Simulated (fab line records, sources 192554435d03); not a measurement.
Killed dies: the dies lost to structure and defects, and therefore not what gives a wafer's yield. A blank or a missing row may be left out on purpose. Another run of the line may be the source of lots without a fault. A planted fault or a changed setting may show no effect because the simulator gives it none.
fab line records | flow n5_finfet | part 1 of 2: steps 1 to 4 of 6
record: lots: 23 wafers: 69 last_day: 17
route steps=1938 shown BEOL_M6@1228 BEOL_M7@1279
lots with no fault: from the same line, run without faults
start_h: the number of hours between the record's first day and the start of the first shown wafer of the lot | wait_h: hours since the lot's step before | " unchanged from the row above | L1.1+2: one row covering several wafers at once | - either no value or no given start | * or withheld: withheld | < > ~ a bound
route shown NAME@n: names a module that has steps shown in the file, with the first one's number in the route | usual: the fault-free wafers' mean and standard deviation | same: alike in all rows | chamber/n: place in a boat | sites: per-site readings | _std_site: standard deviation of those values | _edge_site: mean of outer sites minus mean of inner sites | radius_mm: how far each site lies from the wafer's centre | mask NAME#n: copy n | behind: tool/chamber where the wafer was last shaped | hold: what put the lot on hold/how long, in hours/how the hold closed | device: the n, p or np transistor that did not switch | end of line: at the end of the route, the tests of the same wafers | a step with no rows: only its recipe | killed: dies lost to structure and defects at the first sort, not the wafer's yield | map: the dies of a wafer, with x for killed, . for not killed, _ for no die there
set.NAME: the setting as run; set.NAME@STEP: as run at that earlier step | model.NAME: the simulator's own value behind a step, which no gauge read
route steps across a sampled set of lots; one table per step, one row per wafer
services: a tool's chamber out of use, with start hour (start_h, from the record's first day; less than 0 if before it), hours out, and reason
== steps ==
step: N5_BEOL_M6_OVL_MEAS_29
recipe: points_per_wafer: 522
usual: V5_OVL: 0.1/0.68
columns lot.wafer tool chamber start_h wait_h V5_OVL[nm]
L074.1 overlay-02 0 187.51 0.0 -0.3
L074.2 " 0 " " -0.3
L074.3 " 0 " " -1.2
L075.1 overlay-01 0 193.37 0.0 0.0
L075.3 " 0 " " 0.4
L075.5 " 0 " " -0.2
L077.1 overlay-01 0 209.39 0.0 -0.2
L077.3 " 0 " " -0.5
L077.5 " 0 " " -0.1
L076.1 overlay-02 0 209.57 0.0 2.0
L076.4 " 0 " " -0.1
L076.5 " 0 " " 1.2
L078.1 overlay-01 0 213.48 0.0 0.7
L078.5 " 0 " " 0.4
L078.6 " 0 " " -0.1
L079.1 overlay-02 0 216.26 0.0 0.7
L079.3 " 0 " " 0.8
L079.5 " 0 " " 0.3
L080.2 overlay-01 0 226.51 0.0 0.2
L080.3 " 0 " " 0.3
L080.6 " 0 " " 0.2
L081.1 overlay-01 0 226.86 0.0 0.7
L081.3 " 0 " " -0.9
L081.5 " 0 " " -0.9
L082.2 overlay-02 0 228.33 0.0 0.7
L082.3 " 0 " " -0.1
L082.5 " 0 " " 0.8
L086.1 overlay-01 0 260.57 0.0 0.9
L086.3 " 0 " " 1.1
L086.4 " 0 " " 0.0
L084.1 overlay-02 0 263.95 0.0 0.6
L084.5 " 0 " " -0.1
L084.6 " 0 " " 0.3
L085.2 overlay-01 0 267.58 0.0 -0.9
L085.3 " 0 " " 0.0
L085.4 " 0 " " -1.6
L088.2 overlay-02 0 267.62 0.0 0.1
L088.3 " 0 " " 0.0
L088.5 " 0 " " 0.4
L087.2 overlay-02 0 270.56 0.0 -0.3
L087.3 " 0 " " 0.0
L087.5 " 0 " " -0.7
L089.1 overlay-01 0 284.08 0.0 0.6
L089.2 " 0 " " -0.3
L089.3 " 0 " " 0.3
L090.1 overlay-02 0 284.13 0.0 1.4
L090.5 " 0 " " 0.8
L090.6 " 0 " " -0.3
L092.1 overlay-02 0 296.05 0.0 -0.1
L092.2 " 0 " " 0.3
L092.4 " 0 " " 0.0
L091.1 overlay-01 0 298.34 0.0 -0.4
L091.3 " 0 " " 0.1
L091.6 " 0 " " 1.1
L094.2 overlay-02 0 304.35 0.0 0.5
L094.5 " 0 " " -0.3
L094.6 " 0 " " -0.2
L093.3 overlay-02 0 307.69 0.0 -0.2
L093.5 " 0 " " 0.1
L093.6 " 0 " " 0.1
L096.4 overlay-01 0 318.86 0.0 -0.3
L096.5 " 0 " " -1.0
L096.6 " 0 " " 0.0
L095.1 overlay-02 0 319.16 0.0 -0.9
L095.2 " 0 " " -0.6
L095.4 " 0 " " -0.4
L097.1 overlay-02 0 324.72 0.0 0.1
L097.2 " 0 " " -0.6
L097.6 " 0 " " 0.5
step: N5_BEOL_M6_DEGAS_44
recipe: ambient: vacuum temp_c: 250 time_s: 60
usual: heater_power_w: 336/30
columns lot.wafer tool chamber start_h wait_h heater_power_w
L074.1 pvd_sputter-03 - 188.57 0.3 285
L074.2 " - " " 308
L074.3 " - " " 349
L075.1 pvd_sputter-01 - 194.45 0.3 373
L075.3 " - " " 325
L075.5 " - " " 299
L077.1 pvd_sputter-02 - 210.60 0.5 347
L077.3 " - " " 351
L077.5 " - " " 333
L076.1 pvd_sputter-02 - 211.08 0.6 339
L076.4 " - " " 362
L076.5 " - " " 333
L078.1 pvd_sputter-02 - 214.55 0.3 351
L078.5 " - " " 353
L078.6 " - " " 342
L079.1 pvd_sputter-03 - 218.45 1.1 319
L079.3 " - " " 344
L079.5 " - " " 345
L080.2 pvd_sputter-02 - 227.88 0.5 350
L080.3 " - " " 375
L080.6 " - " " 332
L081.1 pvd_sputter-02 - 228.48 0.8 336
L081.3 " - " " 355
L081.5 " - " " 340
L082.2 pvd_sputter-03 - 229.39 0.3 350
L082.3 " - " " 344
L082.5 " - " " 317
L086.1 pvd_sputter-02 - 262.40 1.0 341
L086.3 " - " " 366
L086.4 " - " " 341
L084.1 pvd_sputter-03 - 265.29 0.5 343
L084.5 " - " " 328
L084.6 " - " " 276
L085.2 pvd_sputter-03 - 268.64 0.3 316
L085.3 " - " " 344
L085.4 " - " " 278
L088.2 pvd_sputter-02 - 269.42 0.8 353
L088.3 " - " " 371
L088.5 " - " " 364
L087.2 pvd_sputter-03 - 271.70 0.3 338
L087.3 " - " " 318
L087.5 " - " " 279
L089.1 pvd_sputter-01 - 285.42 0.3 380
L089.2 " - " " 299
L089.3 " - " " 318
L090.1 pvd_sputter-01 - 285.78 0.5 321
L090.5 " - " " 299
L090.6 " - " " 323
L092.1 pvd_sputter-01 - 297.28 0.3 295
L092.2 " - " " 366
L092.4 " - " " 382
L091.1 pvd_sputter-03 - 299.47 0.3 355
L091.3 " - " " 286
L091.6 " - " " 357
L094.2 pvd_sputter-01 - 305.75 0.2 293
L094.5 " - " " 382
L094.6 " - " " 370
L093.3 pvd_sputter-01 - 308.81 0.3 376
L093.5 " - " " 370
L093.6 " - " " 296
L096.4 pvd_sputter-03 - 320.16 0.4 336
L096.5 " - " " 348
L096.6 " - " " 280
L095.1 pvd_sputter-03 - 320.64 0.5 286
L095.2 " - " " 353
L095.4 " - " " 318
L097.1 pvd_sputter-02 - 326.19 0.5 351
L097.2 " - " " 341
L097.6 " - " " 365
step: N5_BEOL_M7_DESCUM_16
recipe: chemistry: O2 time_s: 7.9 source_power_w: 50 bias_power_w: 20 pressure_mtorr: 20 rf_frequency_hz: 2.712e+07 temp_c: 40 resist: CAR-ArF o2_flow_sccm: 225
usual: drypump_motor_current_A: 5.9/0.47 o2_flow_sccm: 225.0/0.68 oes_product_au: 0.74/0.077 rf_vpp_V: 243.1/1.5 showerhead_plenum_p_Torr: 2.09/0.083 throttle_valve_pct: 20.46/0.18
columns lot.wafer tool chamber start_h wait_h drypump_motor_current_A o2_flow_sccm oes_product_au rf_hours_counter_h rf_vpp_V showerhead_plenum_p_Torr throttle_valve_pct
L074.1 rie_diel-03 2 192.04 0.0 5.3 223.8 0.72 197 242.7 2.08 20.22
L074.2 " 3 " " 5.3 224.8 0.72 177 241.1 2.00 20.64
L074.3 " 0 " " 5.9 225.5 0.69 239 241.2 1.96 20.45
L075.1 rie_diel-04 1 198.28 0.0 6.0 225.3 0.71 165 245.5 2.17 20.42
L075.3 " 3 " " 5.9 223.7 0.71 182 242.9 2.19 20.54
L075.5 " 0 " " 6.3 225.3 0.71 - 242.3 1.96 20.58
L077.1 rie_diel-02 2 214.91 0.0 6.1 225.1 0.71 172 244.2 2.07 20.25
L077.3 " 1 " " 6.1 224.1 0.74 158 241.3 2.00 20.28
L077.5 " 2 " " 6.1 225.3 0.72 - 244.7 2.07 20.24
L076.1 rie_diel-03 3 216.15 0.0 5.3 224.4 0.73 183 242.4 2.00 20.64
L076.4 " 2 " " 5.3 224.8 0.71 205 243.0 2.07 20.25
L076.5 " 3 " " 5.3 223.4 0.73 - 241.7 2.00 20.63
L078.1 rie_diel-03 3 218.80 0.0 5.3 226.1 0.72 184 240.6 1.99 20.65
L078.5 " 3 " " 5.3 226.1 0.72 - 240.5 1.99 20.64
L078.6 " 0 " " 5.9 224.7 0.69 - 242.1 1.96 20.45
L079.1 rie_diel-04 2 223.99 0.2 5.4 225.5 0.75 164 243.5 2.08 20.40
L079.3 " 3 " " 6.0 225.3 0.70 190 243.8 2.19 20.56
L079.5 " 3 " " 6.0 225.8 0.71 - 243.0 2.19 20.52
L080.2 rie_diel-02 0 232.54 0.0 5.1 225.2 0.79 117 245.8 2.20 20.36
L080.3 " 1 " " 6.2 225.2 0.74 164 241.4 2.00 20.30
L080.6 " 0 " " 5.1 225.0 0.78 - 246.1 2.20 20.38
L081.1 rie_diel-04 3 232.62 0.0 5.9 224.0 0.70 193 243.3 2.18 20.56
L081.3 " 1 " " 6.0 223.9 0.71 174 243.9 2.16 20.45
L081.5 " 0 " " 6.3 224.9 0.71 - 241.0 1.96 20.59
L082.2 rie_diel-04 0 232.87 0.1 6.3 226.5 0.72 228 241.8 1.96 20.59
L082.3 " 3 " " 5.9 224.7 0.70 193 243.5 2.18 20.56
L082.5 " 2 " " 5.4 224.9 0.73 - 242.9 2.08 20.40
L086.1 rie_diel-04 0 268.37 0.0 6.3 224.6 0.71 238 242.0 1.95 20.62
L086.3 " 1 " " 6.0 225.0 0.70 184 244.0 2.16 20.49
L086.4 " 3 " " 5.9 225.2 0.69 - 243.5 2.18 20.56
L084.1 rie_diel-02 1 269.26 0.0 6.2 226.0 0.72 175 241.6 1.99 20.31
L084.5 " 1 " " 6.1 225.9 0.73 - 241.4 1.99 20.31
L084.6 " 2 " " 6.2 224.4 0.71 - 243.0 2.07 20.27
L085.2 rie_diel-02 0 272.84 0.1 5.1 224.6 0.77 130 245.6 2.20 20.39
L085.3 " 2 " " 6.1 225.9 0.70 190 243.0 2.07 20.28
L085.4 " 3 " " 6.6 226.3 0.91 21 242.9 2.16 20.48
L088.2 rie_diel-04 1 275.11 0.0 6.0 225.7 0.70 186 245.6 2.16 20.45
L088.3 " 3 " " 5.9 224.7 0.69 206 245.0 2.18 20.56
L088.5 " 1 " " 6.0 225.0 0.70 - 245.3 2.16 20.47
L087.2 rie_diel-03 0 275.61 0.0 5.9 225.3 0.95 7 245.6 2.22 20.09
L087.3 " 2 " " 5.3 225.4 0.69 226 243.5 2.07 20.27
L087.5 " 3 " " 5.3 224.8 0.70 - 240.4 1.99 20.67
L089.1 rie_diel-04 1 292.27 0.1 6.0 224.4 0.70 193 243.8 2.16 20.49
L089.2 " 2 " " 5.4 226.0 0.74 179 242.6 2.08 20.39
L089.3 " 3 " " 5.9 224.5 0.68 212 243.2 2.18 20.59
L090.1 rie_diel-03 2 292.56 0.2 5.3 225.3 0.69 231 244.6 2.07 20.27
L090.5 " 1 " " 6.5 225.1 0.69 - 242.7 2.10 20.81
L090.6 " 2 " " 5.3 224.8 0.69 - 241.2 2.06 20.28
L092.1 rie_diel-03 2 302.41 0.0 5.3 225.1 0.69 235 240.2 2.06 20.30
L092.2 " 1 " " 6.5 225.2 0.69 222 243.7 2.09 20.80
L092.4 " 0 " " 5.9 225.3 0.92 15 245.4 2.21 20.09
L091.1 rie_diel-04 1 304.55 0.0 6.0 223.8 0.69 196 244.1 2.16 20.48
L091.3 " 3 " " 5.9 225.1 0.68 215 245.3 2.18 20.57
L091.6 " 1 " " 6.0 222.7 0.69 - 245.7 2.16 20.46
L094.2 rie_diel-03 3 312.54 0.0 5.3 225.9 0.70 214 240.6 1.98 20.68
L094.5 " 3 " " 5.3 224.9 0.70 - 241.8 1.98 20.68
L094.6 " 0 " " 5.9 224.3 0.92 - 245.4 2.21 20.10
L093.3 rie_diel-02 3 313.93 0.1 6.6 224.9 0.89 32 244.8 2.16 20.49
L093.5 " 0 " " 5.1 225.7 0.77 - 244.4 2.19 20.41
L093.6 " 1 " " 6.2 224.2 0.72 - 242.2 1.99 20.33
L096.4 rie_diel-04 0 325.58 0.0 6.3 226.2 1.01 1 245.2 2.21 20.24
L096.5 " 0 " " 6.3 225.1 1.00 - 245.5 2.21 20.24
L096.6 " 1 " " 6.0 224.7 0.68 - 245.1 2.15 20.49
L095.1 rie_diel-03 2 325.80 0.1 5.3 224.3 0.69 243 242.4 2.06 20.29
L095.2 " 1 " " 6.5 225.9 0.69 229 242.0 2.09 20.81
L095.4 " 3 " " 5.3 224.7 0.70 218 241.9 1.98 20.71
L097.1 rie_diel-02 3 332.40 1.2 6.6 226.3 0.88 40 243.8 2.15 20.48
L097.2 " 2 " " 6.1 225.2 0.69 208 242.0 2.06 20.31
L097.6 " 3 " " 6.6 225.7 0.89 - 242.9 2.15 20.49
step: N5_BEOL_M7_ETCH_61
recipe: chemistry: CF4 target: SiARC target_depth_a: 455 mask_material: CAR-ArF time_s: 75.8 ion_energy_ev: 80 pressure_mtorr: 40 source_w: 545 bias_w: 36 Ar_flow_sccm: 100 cf4_flow_sccm: 100 ends: cleared
usual: drypump_motor_current_A: 5.9/0.47 etch_rf_on_time_s: 75.4/1.5 oes_product_au: 0.63/0.064 rf_vpp_V: 184.0/1.3 showerhead_plenum_p_Torr: 2.14/0.077 throttle_valve_pct: 15.67/0.16
columns lot.wafer tool chamber start_h wait_h drypump_motor_current_A etch_rf_on_time_s oes_product_au rf_hours_counter_h rf_vpp_V showerhead_plenum_p_Torr throttle_valve_pct
L074.1 rie_diel-03 2 192.07 0.0 5.3 75.1 0.62 197 184.8 2.13 15.48
L074.2 " 3 " " 5.3 77.2 0.62 177 183.1 2.04 15.75
L074.3 " 0 " " 5.9 74.1 0.59 239 182.2 2.03 15.80
L075.1 rie_diel-04 1 198.31 0.0 6.0 74.7 0.62 165 184.6 2.22 15.68
L075.3 " 3 " " 5.9 74.7 0.61 182 185.7 2.22 15.63
L075.5 " 0 " " 6.3 73.8 0.62 - 182.8 2.04 16.04
L077.1 rie_diel-02 2 214.95 0.0 6.1 78.4 0.61 172 183.9 2.14 15.59
L077.3 " 1 " " 6.2 78.3 0.63 158 183.2 2.06 15.57
L077.5 " 2 " " 6.1 77.8 0.61 - 183.6 2.14 15.59
L076.1 rie_diel-03 3 216.19 0.0 5.3 76.3 0.62 183 181.5 2.04 15.78
L076.4 " 2 " " 5.3 75.7 0.60 205 183.2 2.13 15.51
L076.5 " 3 " " 5.3 77.1 0.62 - 182.8 2.04 15.78
L078.1 rie_diel-03 3 218.83 0.0 5.3 77.3 0.61 184 183.4 2.04 15.76
L078.5 " 3 " " 5.3 77.1 0.61 - 182.5 2.04 15.77
L078.6 " 0 " " 5.9 75.7 0.58 - 181.9 2.03 15.83
L079.1 rie_diel-04 2 224.03 0.0 5.4 74.1 0.64 164 183.1 2.14 15.66
L079.3 " 3 " " 6.0 73.6 0.60 190 185.1 2.21 15.65
L079.5 " 3 " " 5.9 73.0 0.61 - 184.4 2.21 15.64
L080.2 rie_diel-02 0 232.58 0.0 5.1 76.6 0.68 117 186.4 2.24 15.54
L080.3 " 1 " " 6.1 78.0 0.63 164 183.0 2.06 15.57
L080.6 " 0 " " 5.1 77.3 0.66 - 185.6 2.24 15.56
L081.1 rie_diel-04 3 232.65 0.0 5.9 74.6 0.61 193 184.2 2.21 15.63
L081.3 " 1 " " 6.0 74.7 0.61 174 185.1 2.22 15.69
L081.5 " 0 " " 6.3 73.6 0.61 - 182.0 2.04 16.04
L082.2 rie_diel-04 0 232.91 0.0 6.3 72.9 0.62 228 182.1 2.04 16.05
L082.3 " 3 " " 5.9 74.4 0.61 193 184.4 2.21 15.65
L082.5 " 2 " " 5.4 74.4 0.64 - 184.0 2.13 15.67
L086.1 rie_diel-04 0 268.40 0.0 6.3 73.2 0.60 238 182.3 2.04 16.06
L086.3 " 1 " " 6.0 73.6 0.61 184 184.4 2.21 15.72
L086.4 " 3 " " 6.0 74.0 0.60 - 185.0 2.21 15.67
L084.1 rie_diel-02 1 269.30 0.0 6.1 77.8 0.62 175 181.9 2.05 15.59
L084.5 " 1 " " 6.1 77.4 0.62 - 182.9 2.05 15.58
L084.6 " 2 " " 6.1 77.5 0.61 - 185.3 2.13 15.62
L085.2 rie_diel-02 0 272.88 0.0 5.1 76.4 0.66 130 183.8 2.24 15.57
L085.3 " 2 " " 6.1 77.6 0.61 190 183.8 2.13 15.62
L085.4 " 3 " " 6.7 75.6 0.78 21 184.6 2.19 15.44
L088.2 rie_diel-04 1 275.14 0.0 6.0 73.5 0.61 186 185.4 2.21 15.73
L088.3 " 3 " " 5.9 73.6 0.60 206 185.3 2.21 15.67
L088.5 " 1 " " 6.0 73.2 0.62 - 184.8 2.21 15.73
L087.2 rie_diel-03 0 275.64 0.0 5.9 74.5 0.81 7 186.7 2.28 15.35
L087.3 " 2 " " 5.3 76.2 0.60 226 182.6 2.12 15.53
L087.5 " 3 " " 5.3 78.4 0.60 - 181.9 2.03 15.79
L089.1 rie_diel-04 1 292.30 0.0 6.0 74.7 0.60 193 183.8 2.21 15.74
L089.2 " 2 " " 5.4 75.1 0.62 179 182.1 2.13 15.69
L089.3 " 3 " " 6.0 75.4 0.59 212 183.9 2.21 15.68
L090.1 rie_diel-03 2 292.60 0.0 5.3 75.1 0.60 231 183.3 2.12 15.56
L090.5 " 1 " " 6.4 74.2 0.59 - 183.7 2.10 15.77
L090.6 " 2 " " 5.3 75.1 0.60 - 183.7 2.12 15.57
L092.1 rie_diel-03 2 302.44 0.0 5.3 75.8 0.59 236 184.5 2.12 15.57
L092.2 " 1 " " 6.5 74.2 0.59 222 183.9 2.10 15.78
L092.4 " 0 " " 5.9 73.6 0.79 15 186.7 2.28 15.38
L091.1 rie_diel-04 1 304.58 0.0 6.0 75.2 0.60 196 184.4 2.21 15.74
L091.3 " 3 " " 5.9 75.8 0.58 215 184.3 2.21 15.69
L091.6 " 1 " " 6.0 75.6 0.60 - 183.1 2.21 15.73
L094.2 rie_diel-03 3 312.57 0.0 5.3 77.2 0.60 214 182.3 2.03 15.82
L094.5 " 3 " " 5.3 77.1 0.60 - 183.0 2.03 15.84
L094.6 " 0 " " 5.9 74.4 0.79 - 186.2 2.28 15.37
L093.3 rie_diel-02 3 313.97 0.0 6.6 74.3 0.77 32 185.4 2.19 15.46
L093.5 " 0 " " 5.1 75.5 0.66 - 184.3 2.23 15.59
L093.6 " 1 " " 6.2 76.1 0.62 - 182.7 2.05 15.62
L096.4 rie_diel-04 0 325.62 0.0 6.3 73.2 0.88 1 185.2 2.29 15.59
L096.5 " 0 " " 6.3 73.3 0.87 - 185.4 2.29 15.60
L096.6 " 1 " " 6.0 74.9 0.60 - 185.4 2.21 15.76
L095.1 rie_diel-03 2 325.84 0.0 5.3 76.1 0.58 243 183.5 2.11 15.58
L095.2 " 1 " " 6.5 73.9 0.60 229 184.2 2.10 15.78
L095.4 " 3 " " 5.3 77.1 0.59 218 182.5 2.03 15.82
L097.1 rie_diel-02 3 332.45 0.0 6.6 75.7 0.75 40 185.5 2.18 15.45
L097.2 " 2 " " 6.1 77.9 0.60 208 183.7 2.13 15.67
L097.6 " 3 " " 6.6 75.9 0.75 - 184.8 2.18 15.46
